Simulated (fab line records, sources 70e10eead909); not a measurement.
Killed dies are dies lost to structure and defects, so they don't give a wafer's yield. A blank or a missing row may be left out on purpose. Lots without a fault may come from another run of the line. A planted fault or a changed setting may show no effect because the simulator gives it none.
One fault seen from 2 desks | flow nand_harc | each desk has only its own numbers; what lay behind them comes last

THE TOOL OWNER'S DESK: har_etch-01
The tool's own readings at NHARC_A_CHANNEL_HOLE_D1_ETCH_26 (etches the open film in C4F8/O2/Ar, time 224.1 s, target depth 300 nm): means of the sampled wafers that have a number, for each lot that ran on this tool. A lot is out of limits, marked OUT, if its mean lies more than 4 standard deviations from the usual mean; the brackets give that distance.
Columns: A = bias_v at NHARC_A_CHANNEL_HOLE_D1_ETCH_26, usual 300 V; B = c4f8_flow_sccm at NHARC_A_CHANNEL_HOLE_D1_ETCH_26, usual 11.40 sccm; C = drypump_motor_current_A at NHARC_A_CHANNEL_HOLE_D1_ETCH_26, usual 5.8 A; D = showerhead_plenum_p_Torr at NHARC_A_CHANNEL_HOLE_D1_ETCH_26, usual 3.82 Torr; E = throttle_valve_pct at NHARC_A_CHANNEL_HOLE_D1_ETCH_26, usual 24.582 %
lot  | first seen here | A   | B     | C   | D    | E
L914 | day 8 15:11     | 302 | 11.41 | 5.5 | 3.71 | 24.576
L917 | day 9 00:31     | 297 | 11.40 | 5.5 | 3.71 | 24.582
L920 | day 10 05:56    | 299 | 11.40 | 5.5 | 3.70 | 24.590
L923 | day 10 17:19    | 299 | 11.40 | 5.4 | 3.78 | 24.578
L926 | day 11 21:31    | 299 | 11.39 | 5.5 | 3.70 | 24.586
L936 | day 13 17:47    | 300 | 11.36 | 5.5 | 3.68 | 24.580
This desk's finding: nothing out of limits on any of the 6 lots.

THE METROLOGY DESK
What the gauges read, lot by lot, whatever tool the lot ran on: means of the sampled wafers that have a number. A lot is out of limits, marked OUT, if its mean lies more than 4 standard deviations from the usual mean; the brackets give that distance.
Columns: A = overlay_x_nm at NHARC_A_CHANNEL_HOLE_D1_OVL_MEAS_11, usual 0.0 nm; B = overlay_y_nm at NHARC_A_CHANNEL_HOLE_D1_OVL_MEAS_11, usual 0.0 nm
lot  | first seen here | A    | B
L914 | day 8 10:09     | 0.1  | 0.8
L917 | day 8 19:25     | -0.5 | -0.8
L921 | day 10 00:18    | 0.6  | -0.2
L920 | day 10 00:38    | 0.8  | -1.3
L923 | day 10 12:16    | 0.2  | -0.4
L927 | day 11 13:53    | -0.8 | 0.1
L926 | day 11 14:10    | 0.0  | -0.3
L931 | day 12 19:17    | -0.5 | 0.1
L934 | day 13 03:35    | 0.2  | 1.1
L936 | day 13 12:31    | -0.4 | 0.5
L937 | day 13 14:25    | -0.7 | -0.1
This desk's finding: nothing out of limits on any of the 11 lots.

PUT TOGETHER
The tool owner's desk saw nothing out of limits.
The metrology desk saw nothing out of limits.

WHAT THE SIMULATOR HAD PUT IN
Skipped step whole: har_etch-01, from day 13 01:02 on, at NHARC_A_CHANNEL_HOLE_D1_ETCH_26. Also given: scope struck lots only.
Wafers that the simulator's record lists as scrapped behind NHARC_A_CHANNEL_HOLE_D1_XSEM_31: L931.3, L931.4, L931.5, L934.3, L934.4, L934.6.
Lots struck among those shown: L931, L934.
